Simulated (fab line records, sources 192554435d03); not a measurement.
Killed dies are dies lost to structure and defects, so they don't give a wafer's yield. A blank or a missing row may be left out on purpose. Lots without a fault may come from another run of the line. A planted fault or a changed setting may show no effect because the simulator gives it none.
fab line records | flow n5_finfet
record lots=10 wafers=29 last_day=17
route steps=1938 shown BEOL_M4@1111 BEOL_M14@1772 BEOL_M15@1800 PASSIVATION@1936
lots that met no fault: from a run of the same line without faults
start_h: hours from the record's first day to the start of the lot's first wafer shown | wait_h: hours since the lot's step before | " the same as in the row above | L1.1+2: a row that stands for several wafers | - no value, or no start given | * or withheld: withheld | < > ~ a bound
route shown NAME@n: a module of which the file shows steps, and the number in the route of the first | usual: mean/standard deviation of fault-free wafers | same: alike in all rows | chamber/n: place in a boat | sites: the reading at each site | _std_site: their standard deviation | _edge_site: outer sites' mean less inner sites' | radius_mm: how far each site lies from the wafer's centre | mask NAME#n: copy n | behind: the tool/chamber that last shaped the wafer | hold: why the lot was held/for how many hours/how that ended | device: the transistor (n, p or np) that didn't switch | end of line: the same wafers' tests at the end of the route | a step without rows: its recipe alone | killed: dies lost to structure and defects at the first sort, not the wafer's yield | map: a wafer's dies, x killed, . not, _ none there
set.NAME: the setting as run; set.NAME@STEP: as run at that earlier step | model.NAME: the simulator's own value behind a step, which no gauge read
steps of the route over a sample of lots; a table a step, a row a wafer
services: from which hour (start_h, from the record's first day; less than 0 if before it) a tool's chamber was out of use, for how many hours, and why
## steps
# step N5_BEOL_M4_RC_MEAS_101
# usual DIBL_N=36.3/1 DIBL_P=36.2/1.4 IOFF_N=0.157/0.021 IOFF_P=0.206/0.025 ION_N=673/9 ION_P=461/6.4 SS_N=71.5/0.5 SS_P=73.2/0.47 VT_N=249.9/2.4 VT_P=-250.6/2.9
# columns lot.wafer tool chamber start_h wait_h DIBL_N[mV/V] DIBL_P[mV/V] IOFF_N[nA/um] IOFF_P[nA/um] ION_N[uA/um] ION_P[uA/um] SS_N[mV/dec] SS_P[mV/dec] VT_N[mV] VT_P[mV]
L898.2 prober-01 0 168.26 0.2 35.0 35.5 0.131 0.174 674 456 71.2 72.7 252.7 -254.4
L898.5 " 0 " " 35.3 34.7 0.128 0.170 664 452 71.7 73.0 252.4 -255.1
L898.6 " 0 " " 35.6 35.7 0.131 0.179 665 456 70.8 72.5 254.0 -254.1
L899.3 prober-01 0 173.55 0.3 35.3 34.4 0.136 0.177 671 462 70.8 73.1 250.8 -251.1
L899.4 " 0 " " 37.3 37.2 0.170 0.217 682 467 71.2 74.0 248.2 -250.9
L899.5 " 0 " " 34.9 34.2 0.129 0.175 668 461 70.1 73.2 250.4 -252.8
L905.1 prober-01 0 205.76 0.0 37.1 38.0 0.200 0.260 676 464 72.4 74.0 247.1 -247.2
L905.4 " 0 " " 36.2 37.4 0.189 0.241 673 463 71.8 73.5 246.8 -248.0
L905.6 " 0 " " 36.3 37.1 0.183 0.251 676 465 71.9 74.3 249.2 -246.9
L906.1 prober-02 0 206.44 0.0 36.2 35.7 0.148 0.186 673 457 71.8 73.9 250.7 -252.1
L906.4 " 0 " " 36.6 35.6 0.154 0.178 675 456 71.9 72.4 248.6 -251.9
L906.6 " 0 " " 36.2 35.8 0.151 0.182 677 467 71.1 73.3 250.7 -252.5
L907.1 prober-02 0 211.26 0.0 35.4 35.4 0.140 0.180 663 451 70.8 73.5 252.7 -250.7
L907.2 " 0 " " 36.5 36.8 0.175 0.203 685 465 72.0 73.5 246.5 -250.9
L907.4 " 0 " " 36.2 35.5 0.159 0.186 661 450 71.9 73.4 250.9 -254.0
L910.1 prober-02 0 237.13 0.0 37.0 37.4 0.161 0.206 671 460 71.6 73.0 253.7 -251.2
L910.4 " 0 " " 37.2 38.3 0.170 0.222 687 462 72.1 72.6 247.8 -251.6
L918.2 prober-01 0 287.29 0.8 35.8 36.5 0.162 0.227 680 469 71.4 74.0 245.4 -247.4
L918.3 " 0 " " 34.6 35.0 0.136 0.198 670 467 71.5 72.7 251.9 -251.0
L918.4 " 0 " " 35.3 35.7 0.152 0.210 677 468 71.4 73.7 251.6 -245.4
L919.1 prober-01 0 289.16 0.0 35.8 34.6 0.141 0.206 679 470 71.0 73.2 250.3 -247.9
L919.3 " 0 " " 36.5 34.8 0.147 0.210 665 463 71.5 72.5 248.9 -246.2
L919.4 " 0 " " 35.6 34.3 0.142 0.208 681 472 71.0 72.6 250.8 -247.9
L920.2 prober-02 0 301.82 0.2 37.8 38.4 0.180 0.230 674 462 71.7 74.2 248.4 -251.4
L920.3 " 0 " " 35.6 35.6 0.145 0.187 664 457 72.1 72.9 251.5 -251.2
L920.6 " 0 " " 33.4 32.3 0.106 0.148 663 455 70.7 72.3 255.4 -255.0
L921.1 prober-02 0 306.57 0.0 36.6 39.0 0.183 0.210 688 469 71.7 73.4 246.7 -247.7
L921.4 " 0 " " 37.6 40.5 0.208 0.230 697 462 71.7 73.7 247.3 -248.8
L921.5 " 0 " " 36.7 38.5 0.187 0.207 686 462 72.0 73.4 246.2 -249.5
# step N5_BEOL_M14_INSPECT_55
# recipe inspect_instrument=darkfield mode=post_dep
# usual raw_defect_count=66/20
# columns lot.wafer tool chamber start_h wait_h raw_defect_count
L898.2 defect_inspect-01 - 254.85 0.0 85
L898.5 " - " " 43
L898.6 " - " " 49
L899.3 defect_inspect-01 - 256.68 0.0 59
L899.4 " - " " 67
L899.5 " - " " 53
L905.1 defect_inspect-02 - 289.93 0.0 72
L905.4 " - " " 100
L905.6 " - " " 85
L907.1 defect_inspect-01 - 291.96 0.0 45
L907.2 " - " " 43
L907.4 " - " " 57
L906.1 defect_inspect-02 - 294.69 0.0 70
L906.4 " - " " 25
L906.6 " - " " 66
L910.1 defect_inspect-01 - 313.98 0.0 48
L910.4 " - " " 60
L919.1 defect_inspect-01 - 365.00 0.0 72
L919.3 " - " " 73
L919.4 " - " " 80
L918.2 defect_inspect-02 - 369.38 0.0 52
L918.3 " - " " 66
L918.4 " - " " 56
L920.2 defect_inspect-02 - 381.11 0.0 77
L920.3 " - " " 90
L920.6 " - " " 80
L921.1 defect_inspect-01 - 383.73 0.0 42
L921.4 " - " " 75
L921.5 " - " " 52
# step N5_BEOL_M15_EXPOSE_25
# recipe mask_id=M15 na=0.8 source_shape=annular sigma_inner=0.5 sigma_outer=0.8 polarization=unpolarized target_cd_nm=400 dose_mj=35.5
# columns lot.wafer tool chamber start_h wait_h mask
L898.2+5+6 krf_scanner-02 0 256.86 - M15#0
L899.3+4+5 krf_scanner-02 0 258.83 - M15#0
L905.1+4+6 krf_scanner-01 0 291.80 - M15#0
L907.1+2+4 krf_scanner-02 0 293.98 - M15#0
L906.1+4+6 krf_scanner-02 0 296.76 - M15#0
L910.1+4 krf_scanner-01 0 315.99 - M15#0
L919.1+3+4 krf_scanner-02 0 367.12 - M15#0
L918.2+3+4 krf_scanner-02 0 371.64 - M15#0
L920.2+3+6 krf_scanner-01 0 383.13 - M15#0
L921.1+4+5 krf_scanner-02 0 385.86 - M15#0
# step N5_BEOL_M15_CD_MEAS_28
# recipe target_cd_nm=407.6 landing_energy_ev=500 detector=se_inlens
# usual cd_nm=408.2/1.4
# columns lot.wafer tool chamber start_h wait_h cd_nm
L898.2 cd_sem-02 0 257.03 - 409.0
L898.5 " 0 " " 408.5
L898.6 " 0 " " 408.2
L899.3 cd_sem-02 0 258.99 - 407.2
L899.4 " 0 " " 408.0
L899.5 " 0 " " 405.9
L905.1 cd_sem-02 0 291.98 - 407.8
L905.4 " 0 " " 408.5
L905.6 " 0 " " 408.9
L907.1 cd_sem-02 0 294.16 - 406.5
L907.2 " 0 " " 407.0
L907.4 " 0 " " 407.0
L906.1 cd_sem-01 0 296.94 - 409.6
L906.4 " 0 " " 409.3
L906.6 " 0 " " 409.7
L910.1 cd_sem-01 0 316.16 - 487.9
L910.4 " 0 " " 489.2
L919.1 cd_sem-02 0 367.30 - 410.0
L919.3 " 0 " " 410.7
L919.4 " 0 " " 409.6
L918.2 cd_sem-02 0 371.81 - 405.9
L918.3 " 0 " " 407.7
L918.4 " 0 " " 409.0
L920.2 cd_sem-03 0 383.29 - 407.5
L920.3 " 0 " " 409.1
L920.6 " 0 " " 409.2
L921.1 cd_sem-01 0 386.03 - 408.0
L921.4 " 0 " " 409.8
L921.5 " 0 " " 407.2
# step N5_BEOL_M15_TRENCH_ETCH_34
# recipe chemistry=C4F8/O2/Ar target=SiO2 target_depth_a=8729.3 he_inner_torr=15 he_outer_torr=30 time_s=199 ion_energy_ev=800 pressure_mtorr=20 source_w=1905 bias_w=2040 Ar_flow_sccm=400 C4F8_flow_sccm=16 O2_flow_sccm=12
# usual bias_w=2040/5.9 drypump_motor_current_A=5.8/0.68 oes_f_703_au=0.80/0.084 oes_product_au=0.80/0.091 rf_vpp_V=2212/19 showerhead_plenum_p_Torr=3.40/0.12 throttle_valve_pct=30.86/0.16
# columns lot.wafer tool chamber start_h wait_h bias_w drypump_motor_current_A oes_f_703_au oes_product_au rf_hours_counter_h rf_vpp_V showerhead_plenum_p_Torr throttle_valve_pct
L898.2 rie_diel-01 0 257.20 0.0 2038 6.0 0.97 0.98 11 2230 3.50 30.80
L898.5 " 3 " " 2044 4.9 0.92 0.92 - 2215 3.53 30.69
L898.6 " 0 " " 2033 6.0 0.97 0.97 - 2230 3.50 30.82
L899.3 rie_diel-05 2 259.89 0.0 2039 6.2 0.70 0.70 199 2200 3.28 30.96
L899.4 " 0 " " 2035 4.7 0.85 0.84 64 2199 3.36 30.78
L899.5 " 3 " " 2038 6.8 0.76 0.75 - 2185 3.31 30.99
L905.1 rie_diel-03 0 292.43 0.0 2039 5.4 0.97 1.00 4 2239 3.51 30.61
L905.4 " 3 " " 2038 5.2 0.74 0.75 - 2206 3.17 30.66
L905.6 " 0 " " 2046 5.4 0.97 1.00 - 2238 3.51 30.63
L907.1 rie_diel-01 3 294.33 0.0 2043 4.9 0.88 0.90 33 2212 3.52 30.70
L907.2 " 2 " " 2040 6.4 0.73 0.72 213 2213 3.53 31.28
L907.4 " 0 " " 2025 6.0 0.93 0.94 25 2229 3.50 30.82
L906.1 rie_diel-05 3 297.71 0.0 2037 6.8 0.75 0.74 183 2185 3.30 30.98
L906.4 " 0 " " 2042 4.7 0.83 0.81 75 2201 3.35 30.77
L906.6 " 0 " " 2036 4.7 0.83 0.82 - 2201 3.35 30.76
L910.1 rie_diel-05 1 316.33 0.0 2044 6.0 0.88 0.89 34 2239 3.35 30.89
L910.4 " 0 " " 2044 4.7 0.83 0.81 81 2199 3.35 30.78
L919.1 rie_diel-05 1 367.47 0.0 2043 6.0 0.86 0.86 48 2238 3.35 30.90
L919.3 " 0 " " 2033 4.7 0.81 0.80 95 2199 3.34 30.79
L919.4 " 3 " " 2043 6.8 0.73 0.72 202 2182 3.29 31.02
L918.2 rie_diel-01 3 372.56 0.0 2032 4.9 0.84 0.85 58 2212 3.51 30.70
L918.3 " 0 " " 2035 6.0 0.90 0.89 49 2228 3.48 30.83
L918.4 " 2 " " 2040 6.4 0.71 0.71 238 2212 3.52 31.29
L920.2 rie_diel-03 2 383.52 0.0 2044 5.1 0.72 0.69 213 2212 3.52 30.67
L920.3 " 3 " " 2037 5.2 0.72 0.71 192 2205 3.16 30.66
L920.6 " 2 " " 2050 5.2 0.71 0.70 - 2211 3.53 30.67
L921.1 rie_diel-03 2 386.21 0.0 2042 5.1 0.71 0.69 215 2210 3.52 30.66
L921.4 " 1 " " 2041 5.5 0.69 0.69 - 2234 3.52 30.78
L921.5 " 3 " " 2053 5.2 0.72 0.71 - 2207 3.16 30.67
# step N5_BEOL_M15_DEGAS_41
# recipe ambient=vacuum temp_c=300 time_s=60
# usual heater_power_w=478/49
# columns lot.wafer tool chamber start_h wait_h heater_power_w
L898.2 pvd_sputter-02 - 259.09 0.2 549
L898.5 " - " " 454
L898.6 " - " " 545
L899.3 pvd_sputter-01 - 263.93 0.2 522
L899.4 " - " " 411
L899.5 " - " " 524
L905.1 pvd_sputter-02 - 293.14 0.1 512
L905.4 " - " " 419
L905.6 " - " " 419
L907.1 pvd_sputter-02 - 298.42 0.2 534
L907.2 " - " " 502
L907.4 " - " " 429
L906.1 pvd_sputter-01 - 298.49 0.2 524
L906.4 " - " " 457
L906.6 " - " " 458
L910.1 pvd_sputter-01 - 318.93 0.4 519
L910.4 " - " " 411
L919.1 pvd_sputter-01 - 368.42 0.2 403
L919.3 " - " " 523
L919.4 " - " " 457
L918.2 pvd_sputter-03 - 375.07 0.4 504
L918.3 " - " " 541
L918.4 " - " " 417
L920.2 pvd_sputter-02 - 386.96 0.5 566
L920.3 " - " " 447
L920.6 " - " " 460
L921.1 pvd_sputter-03 - 387.50 0.3 500
L921.4 " - " " 532
L921.5 " - " " 539
# step N5_PASSIVATION_PROBE_49
# usual defect_limited_yield=91.1/1.3 killed_at_M0_to_M3=36/10 killed_at_M4_up=14/4.4 killed_at_contacts=14/5.7 killed_at_front_end=39/9.4 killed_at_other=2.9/2.6 killed_dies=105/15 killed_on_rim=14/3.5 killed_open=70/12 killed_short=34/7.1 sort_bin_5_function=5.3/0.77 sort_bin_6_memory=3.3/0.66 sort_n_pass=1075/15 sort_yield_pct=91.1/1.3
# same gross_dies=1180 killed_at_back_side=0 sort_bin_4_leakage[%]=0 sort_bin_8_speed[%]=0
# columns lot.wafer tool chamber start_h wait_h defect_limited_yield[%] killed_at_M0_to_M3 killed_at_M4_up killed_at_contacts killed_at_front_end killed_at_other killed_dies killed_on_rim killed_open killed_short sort_bin_5_function[%] sort_bin_6_memory[%] sort_n_pass sort_yield_pct[%]
L910.1 prober-01 - 336.23 0.0 19.4 35 865 24 27 0 951 65 84 16 5.6 2.7 229 19.4
L910.4 prober-01 - 336.38 0.2 19.7 33 863 15 36 1 948 72 62 31 4.5 3.1 232 19.7
# killed by level:class
L910.1 BEOL_M15:area_expose=851 MOL_CONTACT_COAG:geometric_particle:open=19 BEOL_M2:geometric_particle:open=10 FIN_SAQP:geometric_particle:open=8 BEOL_M3:geometric_particle:open=8 BEOL_M1:geometric_particle:open=7 STI_FIN_REVEAL:geometric_particle:open=6 MOL_CONTACT_COAG:geometric_particle:short=5
L910.4 BEOL_M15:area_expose=855 BEOL_M3:geometric_particle:open=11 FIN_SAQP:geometric_particle:open=8 MOL_CONTACT_COAG:geometric_particle:open=8 MOL_CONTACT_COAG:geometric_particle:short=7 BEOL_M0_SAQP:geometric_particle:open=6 GATE_CUT:geometric_particle:short=5 BEOL_M2:geometric_particle:open=5
## services
# columns tool chamber start_h hours kind
krf_scanner-02 - 241.12 0.8 pm
rie_diel-01 2 247.19 13.3 repair
rie_diel-03 2 251.67 11.3 repair
krf_scanner-01 - 255.86 3.0 pm
rie_diel-03 0 263.00 - clean
rie_diel-03 0 263.00 - consumable_replace:focus_ring
rie_diel-03 0 263.00 18.7 scheduled_down
rie_diel-03 0 263.00 18.7 vent_cycle
krf_scanner-01 - 269.26 1.0 pm
krf_scanner-02 - 275.60 1.3 pm
rie_diel-01 2 276.08 10.4 repair
krf_scanner-01 0 279.85 - calibration
krf_scanner-02 - 288.62 1.0 pm
krf_scanner-01 - 289.81 1.3 pm
rie_diel-03 1 291.76 7.9 repair
krf_scanner-02 0 339.19 - calibration
pvd_sputter-01 - 347.55 1.5 repair
rie_diel-03 2 364.20 1.3 repair
rie_diel-03 0 374.44 14.3 repair
krf_scanner-02 - 375.99 1.0 repair
## key
first_sign step=N5_BEOL_M15_CD_MEAS_28 reading=cd_nm direction=up sigmas=58 usual=408.2 struck=488.6
effect step=N5_PASSIVATION_PROBE_49 reading=killed_at_M4_up direction=up sigmas=99+ usual=14 struck=864
more_kills_born_at N5_BEOL_M15_EXPOSE_25@krf_scanner-01=1706
met_at N5_BEOL_M15_EXPOSE_25
struck_lots L910
struck_wafers L910.1,L910.4
later_rows_left_out L910.1,L910.4
not_acting_at N5_BEOL_M14_INSPECT_55,N5_BEOL_M15_TRENCH_ETCH_34,N5_BEOL_M15_DEGAS_41
onset_between 291.80 315.99
fault kind=process_parameter_drift tool=krf_scanner-01 chamber=- onset_h=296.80 steps=N5_BEOL_M15_EXPOSE_25 channel=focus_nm offset=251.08 shape=step end_h=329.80 scope=struck_wafers_only
# later_rows_left_out: the simulator's readings of these wafers behind a module that went badly wrong aren't trusted and aren't shown, but for the sort
